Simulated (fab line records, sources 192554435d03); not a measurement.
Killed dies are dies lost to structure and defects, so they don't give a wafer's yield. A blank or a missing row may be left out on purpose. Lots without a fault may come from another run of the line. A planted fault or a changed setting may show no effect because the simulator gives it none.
Chamber matching | flow n5_finfet | N5_BEOL_M9_ETCH_76 on rie_diel-02: 4 sister chambers
The step etches underlayer in N2/H2, target depth 6.5 nm, time 5.2 s. 7 wafers are shown with their chamber, then 8 later ones without.

WAFERS WITH THEIR CHAMBER
wafer  | chamber | showerhead_plenum_p_Torr (Torr) | throttle_valve_pct (%)
L079.3 | 3       | 2.50                            | 18.23
L082.1 | 2       | 2.57                            | 17.29
L082.4 | 0       | 2.55                            | 17.52
L087.3 | 3       | 2.50                            | 17.82
L087.5 | 1       | 2.49                            | 17.74
L087.6 | 2       | 2.56                            | 17.32
L091.1 | 0       | 2.54                            | 17.53

WAFERS WITHOUT THEIR CHAMBER
wafer  | showerhead_plenum_p_Torr (Torr) | throttle_valve_pct (%)
L091.2 | 2.56                            | 17.34
L091.6 | 2.49                            | 17.83
L092.1 | 2.49                            | 17.82
L092.4 | 2.56                            | 17.31
L092.6 | 2.54                            | 17.53
L096.4 | 2.56                            | 17.35
L096.5 | 2.56                            | 17.33
L096.6 | 2.49                            | 17.82

WHICH CHAMBER EACH WENT THROUGH
wafer  | from the rows above     | in truth
L091.2 | can't be placed: 2 or 0 | 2
L091.6 | can't be placed: 1 or 3 | 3
L092.1 | can't be placed: 1 or 3 | 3
L092.4 | 2                       | 2
L092.6 | 0                       | 0
L096.4 | can't be placed: 2 or 0 | 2
L096.5 | can't be placed: 2 or 0 | 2
L096.6 | can't be placed: 1 or 3 | 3
Placed correctly: 2 of 8. Can't be placed from these rows: 6 (the true chamber is among the candidates in 6). Placed wrongly: 0.
How it was worked out, from the rows above alone: a wafer's distance from a chamber is the root of the sum, over the readings, of the square of ((its reading less the chamber's mean) divided by the reading's scatter). The wafer belongs to the nearest chamber; if the next one is less than 2 further off, it can't be placed. A chamber's mean is the mean of its shown wafers. The scatter: the root of (the sum of the squares of (reading less its chamber's mean) over the shown wafers, divided by (wafers less chambers)).
